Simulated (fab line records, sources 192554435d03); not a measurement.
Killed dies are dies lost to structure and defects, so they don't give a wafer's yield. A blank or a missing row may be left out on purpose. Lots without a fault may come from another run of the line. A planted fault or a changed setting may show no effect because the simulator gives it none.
fab line records | flow n5_finfet
record lots=7 wafers=21
route steps=1938 shown GATE_CUT@492 MOL_CONTACT_COAG@599 BEOL_M0_SAQP@663 BEOL_M1@800 BEOL_M2@857 BEOL_M3@933
start_h: hours from the record's first day to the start of the lot's first wafer shown | wait_h: hours since the lot's step before | " the same as in the row above | L1.1+2: a row that stands for several wafers | - no value, or no start given | * or withheld: withheld | < > ~ a bound
route shown NAME@n: a module of which the file shows steps, and the number in the route of the first | usual: mean/standard deviation of fault-free wafers | same: alike in all rows | chamber/n: place in a boat | sites: the reading at each site | _std_site: their standard deviation | _edge_site: outer sites' mean less inner sites' | radius_mm: how far each site lies from the wafer's centre | mask NAME#n: copy n | behind: the tool/chamber that last shaped the wafer | hold: why the lot was held/for how many hours/how that ended | device: the transistor (n, p or np) that didn't switch | end of line: the same wafers' tests at the end of the route | a step without rows: its recipe alone | killed: dies lost to structure and defects at the first sort, not the wafer's yield | map: a wafer's dies, x killed, . not, _ none there
set.NAME: the setting as run; set.NAME@STEP: as run at that earlier step | model.NAME: the simulator's own value behind a step, which no gauge read
lots whose settings were changed on purpose; a table a step, a row a wafer
## steps
# step N5_GATE_CUT_ETCH_36
# recipe chemistry=CF4 target=SiARC target_depth_a=130 mask_material=CAR-EUV time_s=21.7 ion_energy_ev=80 pressure_mtorr=40 source_w=545 bias_w=36 Ar_flow_sccm=100 cf4_flow_sccm=100 ends=cleared
# columns lot.wafer tool chamber start_h wait_h set.cf4_flow_sccm set.time_s@GATE_CUT_DESCUM_18 model.CAR-EUV_of_GATE_CUT_COAT_07.thk_nm
L086.1 rie_diel-02 0 162.50 0.0 100 6.055 7.4
L086.2 " 2 " " 100 7 7
L086.3 " 3 " " 91.8 7 6.8
L088.1 rie_diel-02 2 170.42 0.0 100 7 7
L088.2+3 " 0,3 " " 100 8.474 6.2
L089.2 rie_diel-04 2 179.10 0.0 100 5.59 7.8
L089.4 " 0 " " 100 5.59 8
L089.5 " 2 " " 100 5.59 7.6
L090.1+3 rie_diel-05 1,0 181.57 0.0 100 7 6.8
L090.5 " 3 " " 82.03 7 6.8
L092.1+2+5 rie_diel-04 3,2,1 191.58 0.0 100 7 6.8
L093.2 rie_diel-04 2 197.78 0.0 100 7 6.8
L093.4 " 2 " " 112.9 8.134 6.4
L093.5 " 1 " " 100 7 7
L097.1 rie_diel-05 2 220.62 0.0 81.89 7 6.8
L097.3 " 1 " " 100 7 6.8
L097.4 " 0 " " 81.89 8.026 6.2
# step N5_MOL_CONTACT_COAG_EXPOSE_37
# recipe mask_id=VD na=0.33 source_shape=annular sigma_inner=0.3 sigma_outer=0.7 polarization=unpolarized defocus_nm=0 dose_mj=62
# columns lot.wafer tool chamber start_h wait_h mask set.dose_mj
L086.1+2 euv_scanner-01 0 177.48 - VD#0 62
L086.3 " 0 " " VD#0 59.21
L088.1+2 euv_scanner-01 0 186.09 - VD#0 65.08
L088.3 " 0 " " VD#0 62
L089.2 euv_scanner-01 0 195.42 - VD#0 58.31
L089.4+5 " 0 " " VD#0 62
L090.1 euv_scanner-02 0 198.06 - VD#0 62
L090.3+5 " 0 " " VD#0 63.33
L092.1+2+5 euv_scanner-01 0 204.89 - VD#0 62
L093.2+4 euv_scanner-02 0 211.33 - VD#0 62
L093.5 " 0 " " VD#0 58.52
L097.1 euv_scanner-02 0 234.55 - VD#0 59.29
L097.3+4 " 0 " " VD#0 62
# step N5_MOL_CONTACT_COAG_PEB_38
# recipe peb_temp_c=100 peb_time_s=60 resist=CAR-EUV
# step N5_MOL_CONTACT_COAG_DEVELOP_39
# recipe develop_time_s=30 developer=TMAH resist=CAR-EUV rinse_liquid=surfactant_rinse dry=air_spin dev_temp_c=23
# step N5_MOL_CONTACT_COAG_CD_MEAS_40
# recipe target_cd_nm=25.1 landing_energy_ev=500 detector=se_inlens polarity=opening
# usual cd_nm=25.09/0.26
# columns lot.wafer tool chamber start_h wait_h set.dose_mj@MOL_CONTACT_COAG_EXPOSE_37 cd_nm
L086.1 cd_sem-03 0 177.62 - 62 25.43
L086.2 " 0 " " 62 25.14
L086.3 " 0 " " 59.21 24.54
L088.1 cd_sem-03 0 186.24 - 65.08 25.68
L088.2 " 0 " " 65.08 26.07
L088.3 " 0 " " 62 25.38
L089.2 cd_sem-01 0 195.56 - 58.31 24.09
L089.4 " 0 " " 62 25.16
L089.5 " 0 " " 62 25.14
L090.1 cd_sem-02 0 198.21 - 62 25.83
L090.3 " 0 " " 63.33 25.55
L090.5 " 0 " " 63.33 25.53
L092.1 cd_sem-02 0 205.05 - 62 24.90
L092.2 " 0 " " 62 24.73
L092.5 " 0 " " 62 25.06
L093.2 cd_sem-02 0 211.46 - 62 24.84
L093.4 " 0 " " 62 25.06
L093.5 " 0 " " 58.52 23.89
L097.1 cd_sem-01 0 234.69 - 59.29 24.12
L097.3 " 0 " " 62 24.94
L097.4 " 0 " " 62 24.98
# step N5_MOL_CONTACT_COAG_ALD_133
# recipe material=SiO2 target_thk_a=50 temp_c=100 ald_precursor_family=BDEAS ald_co_reactant=O2-plasma pulse_time_s=1 co_reactant_pulse_time_s=1 purge_time_s=2 co_reactant_purge_time_s=2 ald_cycles=35 pressure_torr=2
# columns lot.wafer tool chamber start_h wait_h set.ald_cycles model.SiO2_of_MOL_CONTACT_COAG_ALD_133.thk_nm
L086.1+3 ald_sin-01 3,0 178.17 0.3 35 5
L086.2 " 2 " " 40 5.6
L088.1+3 ald_sin-04 3,0 186.50 0.1 35 5
L088.2 " 2 " " 40 5.6
L089.2+4 ald_sin-01 0,3 195.98 0.1 31 4.4
L089.5 " 0 " " 35 5
L090.1 ald_sin-04 0 198.46 0.1 32 4.6
L090.3+5 " 1,0 " " 35 5
L092.1+2+5 ald_sin-02 0,1,2 205.57 0.1 35 5
L093.2+4+5 ald_sin-02 1,3,1 211.72 0.1 35 5
L097.1+3+4 ald_sin-04 0,3,1 234.95 0.1 35 5
# step N5_MOL_CONTACT_COAG_ETCHBACK_134
# recipe chemistry=CHF3 target=SiO2 target_depth_a=100 time_s=6.7 ion_energy_ev=200 pressure_mtorr=30 source_w=610 bias_w=170 Ar_flow_sccm=200 CHF3_flow_sccm=50
# step N5_MOL_CONTACT_COAG_ETCH_67
# recipe chemistry=N2/H2 target=SOC target_depth_a=600 overetch_a=210 mask_material=SiARC temp_c=40 time_s=101.2 ion_energy_ev=200 pressure_mtorr=30 source_w=840 bias_w=150 n2_flow_sccm=200 h2_flow_sccm=200
# step N5_MOL_CONTACT_COAG_PRECLEAN_138
# recipe chemistry=alkaline_clean temp_c=60 time_s=60 do_ppb=50
# step N5_MOL_CONTACT_COAG_SRD_139
# recipe dry=ipa_marangoni time_s=30 temp_c=23 rinse_liquid=diw
# step N5_MOL_CONTACT_COAG_CD_MEAS_101
# recipe target_cd_nm=16
# usual cd_nm=16.0/0.31
# columns lot.wafer tool chamber start_h wait_h set.dose_mj@MOL_CONTACT_COAG_EXPOSE_37 cd_nm
L086.1 cd_sem-01 - 178.86 0.0 62 15.7
L086.2 " - " " 62 16.5
L086.3 " - " " 59.21 15.1
L088.1 cd_sem-03 - 187.24 0.0 65.08 16.9
L088.2 " - " " 65.08 16.8
L088.3 " - " " 62 15.9
L089.2 cd_sem-01 - 196.66 0.0 58.31 14.4
L089.4 " - " " 62 16.5
L089.5 " - " " 62 16.4
L090.1 cd_sem-01 - 199.16 0.0 62 16.5
L090.3 " - " " 63.33 17.3
L090.5 " - " " 63.33 16.7
L092.1 cd_sem-01 - 206.27 0.0 62 16.3
L092.2 " - " " 62 16.0
L092.5 " - " " 62 15.7
L093.2 cd_sem-02 - 212.47 0.0 62 16.1
L093.4 " - " " 62 16.1
L093.5 " - " " 58.52 14.7
L097.1 cd_sem-03 - 235.77 0.0 59.29 15.0
L097.3 " - " " 62 15.8
L097.4 " - " " 62 16.4
# step N5_BEOL_M0_SAQP_SPACER1_ALD_98
# recipe material=SiO2 target_thk_a=128 temp_c=300 ald_precursor_family=BDEAS ald_co_reactant=O2-plasma pulse_time_s=1 purge_time_s=2 co_reactant_purge_time_s=2 ald_cycles=138 pressure_torr=2
# columns lot.wafer tool chamber start_h wait_h set.ald_cycles model.SiO2_of_BEOL_M0_SAQP_SPACER1_ALD_98.thk_nm
L086.1+2+3 ald_sin-03 3,1,0 185.41 0.4 138 12.8
L088.1 ald_sin-02 2 195.49 1.0 138 12.8
L088.2 " 3 " " 117 11
L088.3 " 0 " " 117 10.8
L089.2+5 ald_sin-03 3,2 204.21 0.3 138 12.8
L089.4 " 0 " " 124 11.6
L090.1+3 ald_sin-04 0,1 206.87 0.5 147 13.6
L090.5 " 0 " " 138 12.8
L092.1+5 ald_sin-02 0 217.50 0.9 138 12.8
L092.2 " 1 " " 138 13
L093.2 ald_sin-02 3 222.46 1.0 138 12.8
L093.4+5 " 0 " " 130 12
L097.1+3+4 ald_sin-02 3,1,1 243.58 0.3 138 12.8
# step N5_BEOL_M0_SAQP_SPACER1_ETCHBACK_99
# recipe chemistry=CHF3/O2 mode=anisotropic_etchback target=SiO2 target_depth_a=154 time_s=7.7 pressure_mtorr=30 source_w=650 bias_w=170 Ar_flow_sccm=200 CHF3_flow_sccm=50 O2_flow_sccm=5 ion_energy_ev=200
# step N5_BEOL_M0_SAQP_MANDREL1_REMOVE_100
# recipe chemistry=HBr/Cl2/O2 bt_time_s=10 target=a-Si stop_on=SiNx endpoint=OES-SiCl over_etch_frac=0.85 icp_w=600 bias_w=30 HBr_flow_sccm=150 Cl2_flow_sccm=80 O2_flow_sccm=5 pressure_mtorr=10
# columns lot.wafer tool chamber start_h wait_h set.ald_cycles@BEOL_M0_SAQP_SPACER1_ALD_98 model.BEOL_M0_SAQP.cd_nm model.SiO2_of_BEOL_M0_SAQP_SPACER1_ALD_98.thk_nm
L086.1+3 rie_si-01 3,1 185.97 0.1 138 12.8 7.4
L086.2 " 2 " " 138 12.6 7.4
L088.1 rie_si-01 0 196.12 0.1 138 12.6 7.4
L088.2 " 3 " " 117 10.8 5.6
L088.3 " 1 " " 117 10.8 5.4
L089.2 rie_si-01 3 204.77 0.1 138 12.8 7.6
L089.4 " 2 " " 124 11.6 6.2
L089.5 " 3 " " 138 12.8 7.4
L090.1 rie_si-01 0 207.49 0.1 147 13.6 8.4
L090.3 " 1 " " 147 13.6 8.2
L090.5 " 0 " " 138 12.6 7.4
L092.1+5 rie_si-06 2 218.06 0.1 138 12.8 7.4
L092.2 " 0 " " 138 13 7.6
L093.2 rie_si-03 2 223.07 0.1 138 12.8 7.6
L093.4 " 2 " " 130 11.8 6.6
L093.5 " 0 " " 130 12 6.6
L097.1 rie_si-03 3 244.18 0.1 138 13 7.4
L097.3 " 2 " " 138 12.6 7.4
L097.4 " 1 " " 138 13 7.6
# step N5_BEOL_M0_SAQP_CD_MEAS_25
# recipe target_cd_nm=13.1 landing_energy_ev=1000 detector=se_inlens
# usual cd_nm=12.79/0.21
# columns lot.wafer tool chamber start_h wait_h set.ald_cycles@BEOL_M0_SAQP_SPACER1_ALD_98 cd_nm
L086.1 cd_sem-03 0 186.08 0.1 138 12.78
L086.2 " 0 " " 138 12.89
L086.3 " 0 " " 138 12.55
L088.1 cd_sem-01 0 196.23 0.1 138 12.61
L088.2 " 0 " " 117 10.99
L088.3 " 0 " " 117 10.82
L089.2 cd_sem-02 0 204.89 0.1 138 12.55
L089.4 " 0 " " 124 11.83
L089.5 " 0 " " 138 12.69
L090.1 cd_sem-01 0 207.60 0.1 147 13.38
L090.3 " 0 " " 147 13.51
L090.5 " 0 " " 138 12.60
L092.1 cd_sem-02 0 218.17 0.1 138 12.70
L092.2 " 0 " " 138 12.82
L092.5 " 0 " " 138 13.05
L093.2 cd_sem-01 0 223.22 0.1 138 12.58
L093.4 " 0 " " 130 11.56
L093.5 " 0 " " 130 11.81
L097.1 cd_sem-01 0 244.29 0.1 138 12.79
L097.3 " 0 " " 138 12.38
L097.4 " 0 " " 138 13.09
# step N5_BEOL_M1_TRENCH_ETCH_37
# recipe chemistry=C4F6/O2 target_depth_a=552.07 target=SiOC time_s=29 ion_energy_ev=250 pressure_mtorr=30 source_w=355 bias_w=185 Ar_flow_sccm=300 C4F6_flow_sccm=10 O2_flow_sccm=10
# columns lot.wafer tool chamber start_h wait_h set.time_s model.etch.depth_nm model.BEOL_M1.feature_depth_nm
L086.1 rie_diel-02 3 - - 29 54.53 54.6
L086.2 " 1 " " 29 55.33 55.4
L086.3 " 2 " " 30.97 57.4 57.4
L088.1 rie_diel-02 0 - - 23.14 45.49 45.4
L088.2 " 1 " " 29 54.73 54.8
L088.3 " 3 " " 23.14 43.55 43.6
L089.2 rie_diel-02 2 - - 34.37 63.68 63.6
L089.4 " 3 " " 29 54.66 54.6
L089.5 " 0 " " 34.37 67.47 67.4
L090.1 rie_diel-04 2 - - 29 55.02 55
L090.3 " 3 " " 29 54.16 54.2
L090.5 " 2 " " 29 54.79 54.8
L092.1 rie_diel-04 0 - - 29 55.86 55.8
L092.2 " 3 " " 29 54.54 54.6
L092.5 " 2 " " 29 55.25 55.2
L093.2 rie_diel-02 1 - - 29 54.75 54.8
L093.4 " 2 " " 29 54.17 54.2
L093.5 " 3 " " 29 54.88 54.8
L097.1 rie_diel-05 1 - - 32.44 61.5 61.6
L097.3 " 0 " " 29 55.99 56
L097.4 " 2 " " 29 54.7 54.8
# step N5_BEOL_M1_ETCH_41
# recipe chemistry=CH3F/O2 target=SiCN target_depth_a=319 taper_deg=2 time_s=57.8 ion_energy_ev=120 mask_material=TiN pressure_mtorr=30 source_w=395 bias_w=75 Ar_flow_sccm=150 CH3F_flow_sccm=30 O2_flow_sccm=20
# step N5_BEOL_M1_STRIP_97
# recipe chemistry=N2/H2 time_s=10 power_w=450 temp_c=40 pressure_mtorr=20 rf_frequency_hz=6e+07 bias_power_w=7 n2_flow_sccm=200 h2_flow_sccm=200
# step N5_BEOL_M1_OCD_MEAS_38
# usual trench_depth_nm=54.7/1
# columns lot.wafer tool chamber start_h wait_h set.time_s@BEOL_M1_TRENCH_ETCH_37 trench_depth_nm
L086.1 ocd-01 - 201.07 - 29 54.1
L086.2 " - " " 29 55.0
L086.3 " - " " 30.97 57.3
L088.1 ocd-02 - 208.21 - 23.14 45.5
L088.2 " - " " 29 54.8
L088.3 " - " " 23.14 43.5
L089.2 ocd-01 - 220.83 - 34.37 62.9
L089.4 " - " " 29 54.9
L089.5 " - " " 34.37 67.9
L090.1 ocd-01 - 225.54 - 29 55.3
L090.3 " - " " 29 53.8
L090.5 " - " " 29 54.2
L092.1 ocd-01 - 229.84 - 29 55.4
L092.2 " - " " 29 55.0
L092.5 " - " " 29 55.8
L093.2 ocd-02 - 238.71 - 29 54.8
L093.4 " - " " 29 54.2
L093.5 " - " " 29 55.0
L097.1 ocd-01 - 267.10 - 32.44 61.8
L097.3 " - " " 29 55.8
L097.4 " - " " 29 54.4
# step N5_BEOL_M2_DESCUM_16
# recipe chemistry=O2 time_s=7 source_power_w=50 bias_power_w=20 pressure_mtorr=20 rf_frequency_hz=2.712e+07 temp_c=40 resist=CAR-EUV o2_flow_sccm=225
# columns lot.wafer tool chamber start_h wait_h set.time_s model.CAR-EUV_of_BEOL_M2_COAT_05.thk_nm
L086.1+2 rie_diel-06 3,0 207.54 0.2 5.504 26.8
L086.3 " 2 " " 7 26.2
L088.1 rie_diel-01 1 215.04 0.0 7 26
L088.2 " 3 " " 7 26.2
L088.3 " 0 " " 6.381 26.2
L089.2 rie_diel-03 3 226.90 0.0 6.472 26.4
L089.4 " 1 " " 7 26
L089.5 " 2 " " 7 26.2
L090.1 rie_diel-03 3 232.77 0.0 5.457 26.8
L090.3 " 1 " " 7 26.2
L090.5 " 1 " " 5.457 27
L092.1+2+5 rie_diel-01 3,1,2 238.86 0.2 7 26
L093.2 rie_diel-06 3 246.00 0.0 7 26
L093.4+5 " 2,0 " " 5.929 26.6
L097.1+3 rie_diel-06 1,0 274.54 0.0 7 26
L097.4 " 2 " " 6.325 26.2
# step N5_BEOL_M2_ETCH_64
# recipe chemistry=N2/H2 target=SOC target_depth_a=750 overetch_a=225 mask_material=SiARC temp_c=40 time_s=121.9 ion_energy_ev=200 pressure_mtorr=30 source_w=840 bias_w=150 n2_flow_sccm=200 h2_flow_sccm=200
# usual rf_vpp_V=524.7/1.9
# columns lot.wafer tool chamber start_h wait_h set.source_w rf_vpp_V
L086.1 rie_diel-06 3 207.62 0.0 742.1 544.5
L086.2 " 0 " " 840 526.6
L086.3 " 2 " " 742.1 546.3
L088.1 rie_diel-01 1 215.12 0.0 714.4 553.1
L088.2 " 3 " " 714.4 552.9
L088.3 " 0 " " 840 524.9
L089.2 rie_diel-03 3 226.98 0.0 951 501.3
L089.4 " 1 " " 951 500.8
L089.5 " 2 " " 951 505.3
L090.1 rie_diel-03 3 232.85 0.0 840 522.6
L090.3 " 1 " " 840 524.0
L090.5 " 1 " " 840 522.7
L092.1 rie_diel-01 3 238.94 0.0 840 522.1
L092.2 " 1 " " 840 525.1
L092.5 " 2 " " 840 523.5
L093.2 rie_diel-06 3 246.08 0.0 840 523.2
L093.4 " 2 " " 895.1 515.8
L093.5 " 0 " " 840 525.1
L097.1 rie_diel-06 1 274.62 0.0 905.8 514.2
L097.3 " 0 " " 840 525.6
L097.4 " 2 " " 840 525.5
# step N5_BEOL_M2_VIA_ETCH_34
# recipe chemistry=C4F6/O2 target_depth_a=694 mask_material=SOC pressure_mtorr=15 ion_energy_ev=250 taper_deg=4 time_s=65.9 source_w=350 bias_w=170 Ar_flow_sccm=300 C4F6_flow_sccm=10 O2_flow_sccm=10
# columns lot.wafer tool chamber start_h wait_h set.time_s model.etch.depth_nm model.SOC_of_BEOL_M2_COAT_67.thk_nm
L086.1 rie_diel-01 3 210.79 0.0 73.54 76.83 51
L086.2 " 0 " " 73.54 77.92 51
L086.3 " 1 " " 73.54 77.17 51.2
L088.1 rie_diel-03 3 219.88 0.0 56.64 61.49 53.2
L088.2 " 1 " " 65.9 68.37 52.2
L088.3 " 0 " " 56.64 59.71 53.2
L089.2 rie_diel-01 0 228.92 0.0 71.42 76.82 51.2
L089.4 " 2 " " 65.9 71.16 52.2
L089.5 " 2 " " 71.42 77.46 51.4
L090.1 rie_diel-06 2 234.39 0.0 65.9 69.34 52
L090.3 " 1 " " 65.9 70.34 52
L090.5 " 1 " " 65.9 70.67 51.8
L092.1 rie_diel-01 3 247.74 0.0 65.9 68.79 51.4
L092.2 " 1 " " 65.9 69.11 51.6
L092.5 " 2 " " 65.9 70.81 51.4
L093.2 rie_diel-01 1 252.16 0.0 65.9 69.54 51.6
L093.4 " 2 " " 65.9 70.52 51.6
L093.5 " 0 " " 65.9 70.4 51.4
L097.1 rie_diel-03 3 279.63 0.0 65.9 71.39 52.2
L097.3 " 0 " " 65.9 68.52 52.6
L097.4 " 1 " " 65.9 68.95 52.4
# step N5_BEOL_M3_PECVD_72
# recipe material=SiO2 target_thk_a=160 temp_c=400 precursor=TEOS/O2 pressure_torr=5.5 rf_w=450 teos_flow_sccm=53.8 gas=O2 flow_sccm=3000 time_s=18
# columns lot.wafer tool chamber start_h wait_h set.time_s model.SiO2_of_BEOL_M3_PECVD_72.thk_nm
L086.1 pecvd-02 0 215.47 0.0 20.56 17.6
L086.2 " 1 " " 18 15.8
L086.3 " 0 " " 18 15.6
L088.1 pecvd-04 1 224.87 0.0 18 16.2
L088.2 " 2 " " 18 16
L088.3 " 0 " " 18 15.8
L089.2+4 pecvd-02 1 233.55 0.0 18 16
L089.5 " 1 " " 18 16.4
L090.1 pecvd-03 1 238.99 0.0 18 15.8
L090.3 " 2 " " 18 15.4
L090.5 " 1 " " 18 15.6
L092.1 pecvd-03 2 252.30 0.0 18 15.6
L092.2 " 0 " " 18 16
L092.5 " 0 " " 18 16.4
L093.2 pecvd-02 2 258.66 0.0 19.47 16.8
L093.4 " 1 " " 18 16
L093.5 " 2 " " 19.47 17
L097.1+3+4 pecvd-03 1,2,2 284.27 0.0 16.79 14.8
## key
split step=N5_GATE_CUT_ETCH_36 setting=cf4_flow_sccm stated=100 by=wafer
response none clear
split step=N5_MOL_CONTACT_COAG_EXPOSE_37 setting=dose_mj stated=62 by=wafer
response step=N5_MOL_CONTACT_COAG_CD_MEAS_40 reading=cd_nm change=+0.156 per=1% r=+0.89
response step=N5_MOL_CONTACT_COAG_CD_MEAS_101 reading=cd_nm change=+0.259 per=1% r=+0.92
split step=N5_MOL_CONTACT_COAG_ALD_133 setting=ald_cycles stated=35 by=wafer
response step=N5_MOL_CONTACT_COAG_ALD_133 reading=model.SiO2_of_MOL_CONTACT_COAG_ALD_133.thk_nm change=+0.0448 per=1% r=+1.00
split step=N5_BEOL_M0_SAQP_SPACER1_ALD_98 setting=ald_cycles stated=138 by=wafer
response step=N5_BEOL_M0_SAQP_SPACER1_ALD_98 reading=model.SiO2_of_BEOL_M0_SAQP_SPACER1_ALD_98.thk_nm change=+0.124 per=1% r=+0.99
response step=N5_BEOL_M0_SAQP_MANDREL1_REMOVE_100 reading=model.BEOL_M0_SAQP.cd_nm change=+0.125 per=1% r=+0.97
response step=N5_BEOL_M0_SAQP_MANDREL1_REMOVE_100 reading=model.SiO2_of_BEOL_M0_SAQP_SPACER1_ALD_98.thk_nm change=+0.131 per=1% r=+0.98
response step=N5_BEOL_M0_SAQP_CD_MEAS_25 reading=cd_nm change=+0.109 per=1% r=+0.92
split step=N5_BEOL_M1_TRENCH_ETCH_37 setting=time_s stated=29 by=wafer
response step=N5_BEOL_M1_TRENCH_ETCH_37 reading=model.etch.depth_nm change=+0.531 per=1% r=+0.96
response step=N5_BEOL_M1_TRENCH_ETCH_37 reading=model.BEOL_M1.feature_depth_nm change=+0.533 per=1% r=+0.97
response step=N5_BEOL_M1_OCD_MEAS_38 reading=trench_depth_nm change=+0.532 per=1% r=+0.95
split step=N5_BEOL_M2_DESCUM_16 setting=time_s stated=7 by=wafer
response step=N5_BEOL_M2_DESCUM_16 reading=model.CAR-EUV_of_BEOL_M2_COAT_05.thk_nm change=-0.0303 per=1% r=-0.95
split step=N5_BEOL_M2_ETCH_64 setting=source_w stated=840 by=wafer
response step=N5_BEOL_M2_ETCH_64 reading=rf_vpp_V change=-1.69 per=1% r=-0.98
split step=N5_BEOL_M2_VIA_ETCH_34 setting=time_s stated=65.9 by=wafer
response step=N5_BEOL_M2_VIA_ETCH_34 reading=model.etch.depth_nm change=+0.595 per=1% r=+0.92
response step=N5_BEOL_M2_VIA_ETCH_34 reading=model.SOC_of_BEOL_M2_COAT_67.thk_nm change=-0.0807 per=1% r=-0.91
split step=N5_BEOL_M3_PECVD_72 setting=time_s stated=18 by=wafer
response step=N5_BEOL_M3_PECVD_72 reading=model.SiO2_of_BEOL_M3_PECVD_72.thk_nm change=+0.128 per=1% r=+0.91
split outside_this_file step=N5_GATE_CUT_DESCUM_18 setting=time_s
# split outside_this_file: this setting was split too, and the file shows its column; the key of that split is in another file
